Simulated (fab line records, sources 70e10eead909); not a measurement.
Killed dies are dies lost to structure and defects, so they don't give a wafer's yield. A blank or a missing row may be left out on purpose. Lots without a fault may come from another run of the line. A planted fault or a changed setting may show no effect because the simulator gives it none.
Chamber matching | flow nand_harc | NHARC_P_STI_DESCUM_14 on rie_diel-07: 3 sister chambers
The step chemistry O2, time 3 s. 16 wafers are shown with their chamber, then 6 later ones without.

WAFERS WITH THEIR CHAMBER
wafer  | chamber | showerhead_plenum_p_Torr (Torr) | oes_product_au (a.u.) | throttle_valve_pct (%)
L074.2 | 0       | 1.89                            | 1.006                 | 11.313
L074.3 | 2       | 1.94                            | 1.004                 | 11.299
L074.6 | 0       | 1.89                            | 1.010                 | 11.310
L075.3 | 2       | 1.94                            | 1.003                 | 11.314
L075.5 | 3       | 1.86                            | 1.009                 | 11.329
L075.6 | 0       | 1.89                            | 1.004                 | 11.306
L077.4 | 2       | 1.94                            | 0.991                 | 11.309
L077.5 | 0       | 1.89                            | 1.010                 | 11.316
L077.6 | 3       | 1.86                            | 1.000                 | 11.290
L080.2 | 2       | 1.94                            | 0.999                 | 11.317
L080.4 | 0       | 1.88                            | 1.011                 | 11.309
L080.6 | 3       | 1.86                            | 1.006                 | 11.303
L083.2 | 2       | 1.94                            | 1.006                 | 11.314
L083.4 | 3       | 1.86                            | 1.000                 | 11.305
L083.5 | 2       | 1.94                            | 0.993                 | 11.306
L087.3 | 2       | 1.93                            | 0.998                 | 11.322

SIGNATURES (means of the wafers above)
reading                  | chamber 0 | chamber 2 | chamber 3 | scatter within a chamber
showerhead_plenum_p_Torr | 1.8880    | 1.9386    | 1.8600    | 0.00357
oes_product_au           | 1.00820   | 0.99914   | 1.00375   | 0.00471
throttle_valve_pct       | 11.31080  | 11.31157  | 11.30675  | 0.0096
Rule: a wafer's distance from a chamber is the root of the sum, over the readings, of the square of ((its reading less the chamber's mean) divided by the reading's scatter). The wafer belongs to the nearest chamber; if the next one is less than 2 further off, it can't be placed. The scatter: the root of (the sum of the squares of (reading less its chamber's mean) over the shown wafers, divided by (wafers less chambers)).

WAFERS WITHOUT THEIR CHAMBER
wafer  | showerhead_plenum_p_Torr (Torr) | oes_product_au (a.u.) | throttle_valve_pct (%)
L087.4 | 1.88                            | 1.000                 | 11.301
L087.6 | 1.94                            | 0.998                 | 11.313
L090.2 | 1.86                            | 0.991                 | 11.318
L090.3 | 1.93                            | 0.985                 | 11.307
L096.2 | 1.86                            | 0.995                 | 11.306
L096.3 | 1.88                            | 1.000                 | 11.315

WHICH CHAMBER EACH WENT THROUGH
wafer  | from the rows above | in truth
L087.4 | 0                   | 0
L087.6 | 2                   | 2
L090.2 | 3                   | 3
L090.3 | 2                   | 2
L096.2 | 3                   | 3
L096.3 | 0                   | 0
Placed correctly: 6 of 6. Can't be placed from these rows: 0. Placed wrongly: 0.
